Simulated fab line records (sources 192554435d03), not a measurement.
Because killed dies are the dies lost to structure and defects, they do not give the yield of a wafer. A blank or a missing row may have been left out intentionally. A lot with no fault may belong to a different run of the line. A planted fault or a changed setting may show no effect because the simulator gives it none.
Lot-split experiment / flow n5Finfet / on a route of 1938 steps: 7 lots, 21 wafers read

THE SPLIT
At N5_PASSIVATION_PASS_ETCH_47 (etches SiNx in CF4/O2, target depth 770 nm, time 385 s), the setting timeS was moved away from the recipe's 385 s on 7 of the 21 wafers read, by -20.1% to +10.1%. For the rest of the wafers, this setting stayed at what the recipe calls for.

The split's own step is where the reading is taken.

THE READING
etch.depthNm (the simulator's own value, which no gauge read), in nm, at N5_PASSIVATION_PASS_ETCH_47 (etches SiNx in CF4/O2, target depth 770 nm, time 385 s). There is no usual value for it anywhere in the file. Average 779.1 nm, standard deviation 19 nm, over the 14 wafers here run with the recipe.

wafer=L074.3; tool, chamber at the split=rieDiel-03, 3; timeS as run, s=423.8; against the recipe=+10.1%; etch.depthNm, nm=857.7; against lot-mates on the recipe=+101.9
wafer=L074.4; tool, chamber at the split=rieDiel-03, 1; timeS as run, s=423.8; against the recipe=+10.1%; etch.depthNm, nm=874.5; against lot-mates on the recipe=+118.7
wafer=L074.6; tool, chamber at the split=rieDiel-03, 0; timeS as run, s=385; against the recipe=recipe; etch.depthNm, nm=755.8; against lot-mates on the recipe=-
wafer=L075.3; tool, chamber at the split=rieDiel-03, 3; timeS as run, s=385; against the recipe=recipe; etch.depthNm, nm=777.3; against lot-mates on the recipe=-
wafer=L075.4; tool, chamber at the split=rieDiel-03, 0; timeS as run, s=385; against the recipe=recipe; etch.depthNm, nm=759.2; against lot-mates on the recipe=-
wafer=L075.6; tool, chamber at the split=rieDiel-03, 3; timeS as run, s=385; against the recipe=recipe; etch.depthNm, nm=784.2; against lot-mates on the recipe=-
wafer=L082.2; tool, chamber at the split=rieDiel-05, 2; timeS as run, s=307.7; against the recipe=-20.1%; etch.depthNm, nm=636.7; against lot-mates on the recipe=-108.7
wafer=L082.3; tool, chamber at the split=rieDiel-05, 1; timeS as run, s=385; against the recipe=recipe; etch.depthNm, nm=745.4; against lot-mates on the recipe=-
wafer=L082.5; tool, chamber at the split=rieDiel-05, 0; timeS as run, s=307.7; against the recipe=-20.1%; etch.depthNm, nm=630.5; against lot-mates on the recipe=-114.9
wafer=L083.1; tool, chamber at the split=rieDiel-05, 0; timeS as run, s=385; against the recipe=recipe; etch.depthNm, nm=789.1; against lot-mates on the recipe=-
wafer=L083.5; tool, chamber at the split=rieDiel-05, 0; timeS as run, s=385; against the recipe=recipe; etch.depthNm, nm=776.3; against lot-mates on the recipe=-
wafer=L083.6; tool, chamber at the split=rieDiel-05, 2; timeS as run, s=385; against the recipe=recipe; etch.depthNm, nm=794.7; against lot-mates on the recipe=-
wafer=L087.3; tool, chamber at the split=rieDiel-03, 1; timeS as run, s=385; against the recipe=recipe; etch.depthNm, nm=811.3; against lot-mates on the recipe=-
wafer=L087.4; tool, chamber at the split=rieDiel-03, 2; timeS as run, s=385; against the recipe=recipe; etch.depthNm, nm=792.6; against lot-mates on the recipe=-
wafer=L087.6; tool, chamber at the split=rieDiel-03, 3; timeS as run, s=385; against the recipe=recipe; etch.depthNm, nm=791.5; against lot-mates on the recipe=-
wafer=L092.4; tool, chamber at the split=rieDiel-03, 2; timeS as run, s=385; against the recipe=recipe; etch.depthNm, nm=776.5; against lot-mates on the recipe=-
wafer=L092.5; tool, chamber at the split=rieDiel-03, 1; timeS as run, s=385; against the recipe=recipe; etch.depthNm, nm=798.6; against lot-mates on the recipe=-
wafer=L092.6; tool, chamber at the split=rieDiel-03, 3; timeS as run, s=308.1; against the recipe=-20.0%; etch.depthNm, nm=616.9; against lot-mates on the recipe=-170.6
wafer=L091.2; tool, chamber at the split=rieDiel-05, 3; timeS as run, s=312.4; against the recipe=-18.9%; etch.depthNm, nm=612.1; against lot-mates on the recipe=-142.4
wafer=L091.4; tool, chamber at the split=rieDiel-05, 1; timeS as run, s=312.4; against the recipe=-18.9%; etch.depthNm, nm=627.8; against lot-mates on the recipe=-126.7
wafer=L091.6; tool, chamber at the split=rieDiel-05, 3; timeS as run, s=385; against the recipe=recipe; etch.depthNm, nm=754.5; against lot-mates on the recipe=-

THE FIT
A straight line over all 21 wafers: etch.depthNm changes by +7.98 nm for each +1% of timeS; r = +0.98; the points scatter about the line by 17 nm.
The same after taking each lot's own level away (the mean of its wafers on the recipe; 21 wafers): +7.4 nm for each +1%; r = +0.97; scatter 18 nm.
Per that fit: largest timeS move, reading shift of 1.5e+02 nm.
Across the lots, their own levels run from 745.40 to 798.47 nm, a range of 2.9 times the standard deviation given above.
The two slopes are in agreement: the lot-to-lot level therefore moves the slope only a little.
Check: for one of the wafers moved furthest among these (-20.1%), held out of the fit, the line's prediction against its lot-mates is -150 nm. Against them it came out at -109 nm.

FURTHER SPLITS ON THESE WAFERS
Other splits were also applied to these wafers ahead of the reading. Each is held against what the fit with the lots' levels taken away leaves over:
other split on the same wafers=N5_MIM_BOT_ETCH_ETCH_04 sourceW; wafers away from the commonest value=7; r with etch.depthNm (lot level and that fit taken away)=+0.06
other split on the same wafers=N5_MIM_BOT_ETCH_ETCH_03 icpW; wafers away from the commonest value=5; r with etch.depthNm (lot level and that fit taken away)=-0.46
other split on the same wafers=N5_PASSIVATION_EXPOSE_07 doseMj; wafers away from the commonest value=6; r with etch.depthNm (lot level and that fit taken away)=+0.13

THE WHOLE CHAIN: every reading that the file lists as answering this split, in the file's order
step=N5_PASSIVATION_PASS_ETCH_47; what it does=etches SiNx in CF4/O2, target depth 770 nm, time 385 s; reading=etch.depthNm (the simulator's own value, which no gauge read); change (the file's fit)=+7.39 nm for each +1% of the setting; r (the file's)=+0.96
step=N5_PASSIVATION_PROBE_49; what it does=; reading=killedDies; change (the file's fit)=-45.9 for each +1% of the setting, in a fit together with none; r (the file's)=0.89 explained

THE FILE'S OWN FIT
etch.depthNm changes by +7.39 nm for each +1% of timeS, r = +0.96.
